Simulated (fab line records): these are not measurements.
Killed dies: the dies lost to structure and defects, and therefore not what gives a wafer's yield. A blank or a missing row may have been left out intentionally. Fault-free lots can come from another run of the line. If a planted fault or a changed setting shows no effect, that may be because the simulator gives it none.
Chamber matching + flow nandHarc + NHARC_A_CONTACT_ETCH_88 on rieDiel-04: 4 sister chambers
The step etches the open film in CF4, target depth 39 nm, time 65 s. 4 wafers are shown with their chamber, then 8 later ones without.

== WAFERS PAIRED WITH THEIR CHAMBERS ==
| wafer  | chamber | showerheadPlenumPTorr (Torr) |
|--------|---------|------------------------------|
| L082.1 | 3       | 1.68                         |
| L087.4 | 1       | 1.75                         |
| L087.5 | 2       | 1.73                         |
| L086.1 | 0       | 1.75                         |

== WAFERS MISSING THEIR CHAMBER ==
| wafer  | showerheadPlenumPTorr (Torr) |
|--------|------------------------------|
| L086.2 | 1.75                         |
| L086.4 | 1.73                         |
| L091.2 | 1.73                         |
| L091.3 | 1.68                         |
| L091.4 | 1.74                         |
| L093.1 | 1.74                         |
| L093.3 | 1.73                         |
| L093.6 | 1.75                         |

== CHAMBER TAKEN BY EACH ==
| wafer  | from the rows above          | in truth |
|--------|------------------------------|----------|
| L086.2 | can't be placed: 0 or 1      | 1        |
| L086.4 | 2                            | 2        |
| L091.2 | 2                            | 2        |
| L091.3 | 3                            | 3        |
| L091.4 | can't be placed: 0 or 1 or 2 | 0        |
| L093.1 | can't be placed: 0 or 1 or 2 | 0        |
| L093.3 | 2                            | 2        |
| L093.6 | can't be placed: 0 or 1      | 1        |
Correctly placed: 4 of 8. These rows do not allow placing 4 (true chamber among the candidates in 4). Number placed wrongly: 0.
How it was worked out, from the rows above alone: a wafer's distance from a chamber is the root of the sum, over the readings, of the square of ((its reading less the chamber's mean) divided by the reading's scatter). If the next closest chamber is less than 2 further off than the closest, the wafer can't be placed; otherwise it belongs to the closest. A chamber's mean is the mean of its shown wafers. The scatter: with one shown wafer a chamber, the root of the mean of the squares of how far each hidden wafer lies from its nearest shown one.
